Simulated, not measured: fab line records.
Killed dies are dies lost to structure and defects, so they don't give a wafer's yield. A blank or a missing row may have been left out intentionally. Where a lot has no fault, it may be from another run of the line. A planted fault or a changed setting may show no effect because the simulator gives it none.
Split-lot trial | flow n5-finfet | 39 wafers read from 7 lots, route of 1938 steps

THE SPLIT
At N5_DUMMY_GATE_EXPOSE_12 (exposes mask GATE, target cd 25 nm), the setting dose-mj was moved away from the recipe's 34 on 9 of the 39 wafers read, by +3.0% to +7.5%. The other wafers ran this setting at the recipe's value.

FROM THE SPLIT TO THE READING: what the file shows between them, 7 steps
- N5_DUMMY_GATE_PEB_13: peb time 60 s
- N5_DUMMY_GATE_DEVELOP_14: develop time 30 s
- N5_DUMMY_GATE_CD_MEAS_15: target cd 25.8 nm
- N5_DUMMY_GATE_STRIP_38: strips in N2/H2
- N5_DUMMY_GATE_STRIP_39: strips in N2/H2
- N5_DUMMY_GATE_TRIM_49: chemistry O2, time 29 s, target cd 14 nm
- N5_DUMMY_GATE_STRIP_40: strips in CF4

THE READING
Shown in nm: cd-nm at N5_DUMMY_GATE_CD_MEAS_50, with target cd 14 nm. On this fab line, fault-free wafers typically give 14.00 nm with a standard deviation of 0.27 nm.

wafer  | tool, chamber at the split | dose-mj as run | against the recipe | cd-nm, nm | against lot-mates on the recipe
L076.1 | euv-scanner-02, 0          | 36.56          | +7.5%              | 13.14     | -0.84
L076.2 | euv-scanner-02, 0          | 34             | recipe             | 14.08     | -
L076.3 | euv-scanner-02, 0          | 34             | recipe             | 13.73     | -
L076.4 | euv-scanner-02, 0          | 36.56          | +7.5%              | 12.55     | -1.43
L076.5 | euv-scanner-02, 0          | 34             | recipe             | 14.14     | -
L076.6 | euv-scanner-02, 0          | 36.56          | +7.5%              | 12.67     | -1.31
L078.1 | euv-scanner-02, 0          | 34             | recipe             | 13.67     | -
L078.2 | euv-scanner-02, 0          | 34             | recipe             | 14.19     | -
L078.3 | euv-scanner-02, 0          | 34             | recipe             | 13.91     | -
L078.4 | euv-scanner-02, 0          | 34             | recipe             | 13.87     | -
L078.5 | euv-scanner-02, 0          | 34             | recipe             | 13.99     | -
L078.6 | euv-scanner-02, 0          | 34             | recipe             | 14.12     | -
L079.1 | euv-scanner-01, 0          | 35.93          | +5.7%              | 13.10     | -0.83
L079.2 | euv-scanner-01, 0          | 34             | recipe             | 13.94     | -
L079.3 | euv-scanner-01, 0          | 35.93          | +5.7%              | 12.97     | -0.96
L079.4 | euv-scanner-01, 0          | 34             | recipe             | 13.77     | -
L079.5 | euv-scanner-01, 0          | 35.93          | +5.7%              | 12.91     | -1.02
L079.6 | euv-scanner-01, 0          | 34             | recipe             | 14.08     | -
L083.3 | euv-scanner-02, 0          | 34             | recipe             | 13.99     | -
L083.4 | euv-scanner-02, 0          | 34             | recipe             | 14.04     | -
L083.6 | euv-scanner-02, 0          | 34             | recipe             | 13.96     | -
L085.1 | euv-scanner-02, 0          | 34             | recipe             | 13.96     | -
L085.2 | euv-scanner-02, 0          | 34             | recipe             | 13.51     | -
L085.3 | euv-scanner-02, 0          | 34             | recipe             | 14.31     | -
L085.4 | euv-scanner-02, 0          | 34             | recipe             | 13.84     | -
L085.5 | euv-scanner-02, 0          | 34             | recipe             | 14.19     | -
L085.6 | euv-scanner-02, 0          | 34             | recipe             | 14.35     | -
L094.1 | euv-scanner-02, 0          | 35.01          | +3.0%              | 13.06     | -0.64
L094.2 | euv-scanner-02, 0          | 34             | recipe             | 13.74     | -
L094.3 | euv-scanner-02, 0          | 35.01          | +3.0%              | 13.40     | -0.30
L094.4 | euv-scanner-02, 0          | 34             | recipe             | 13.68     | -
L094.5 | euv-scanner-02, 0          | 35.01          | +3.0%              | 13.47     | -0.23
L094.6 | euv-scanner-02, 0          | 34             | recipe             | 13.69     | -
L096.1 | euv-scanner-02, 0          | 34             | recipe             | 13.79     | -
L096.2 | euv-scanner-02, 0          | 34             | recipe             | 13.99     | -
L096.3 | euv-scanner-02, 0          | 34             | recipe             | 13.92     | -
L096.4 | euv-scanner-02, 0          | 34             | recipe             | 13.89     | -
L096.5 | euv-scanner-02, 0          | 34             | recipe             | 14.01     | -
L096.6 | euv-scanner-02, 0          | 34             | recipe             | 13.76     | -

THE FIT
A straight line over all 39 wafers: cd-nm changes by -0.161 nm for each +1% of dose-mj; r = -0.89; the points scatter about the line by 0.2 nm.
The same after taking each lot's own level away (the mean of its wafers on the recipe; 39 wafers): -0.159 nm for each +1%; r = -0.91; scatter 0.18 nm.
According to that fit, moving dose-mj by its largest amount changes the reading by 1.2 nm.
Across the lots, their own levels run from 13.703 to 14.027 nm, a range of 1.2 times the standard deviation given above.
So the lot-to-lot level changes the slope little: the two slopes agree.
Check: -1.28 nm against its lot-mates is what the line predicts for one of the wafers moved furthest among these (+7.5%) when that wafer is left out of the fit. Against them it came out at -0.843 nm.

FURTHER SPLITS ON THESE WAFERS
Other splits were also applied to these wafers ahead of the reading. Each is held against what the fit with the lots' levels taken away leaves over:
other split on the same wafers             | wafers away from the commonest value | r with cd-nm (lot level and that fit taken away)
N5_WELL_APT_EPI_41 target-thk-a            | 15                                   | +0.13
N5_FIN_CUT_EXPOSE_05 dose-mj               | 6                                    | +0.05
N5_STI_FIN_REVEAL_RECESS_09 target-depth-a | 15                                   | -0.08

THE WHOLE CHAIN: every reading that the file lists as answering this split, in the file's order
step                     | what it does                             | reading                                                           | change (the file's fit)               | r (the file's)
N5_DUMMY_GATE_CD_MEAS_15 | target cd 25.8 nm                        | cd-nm                                                             | -0.169 nm for each +1% of the setting | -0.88
N5_DUMMY_GATE_TRIM_49    | chemistry O2, time 29 s, target cd 14 nm | DUMMY_GATE.cd-nm (the simulator's own value, which no gauge read) | -0.181 nm for each +1% of the setting | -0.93
N5_DUMMY_GATE_CD_MEAS_50 | target cd 14 nm                          | cd-nm                                                             | -0.158 nm for each +1% of the setting | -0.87

FILE'S OWN FIT
cd-nm changes by -0.158 nm for each +1% of dose-mj, r = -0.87.
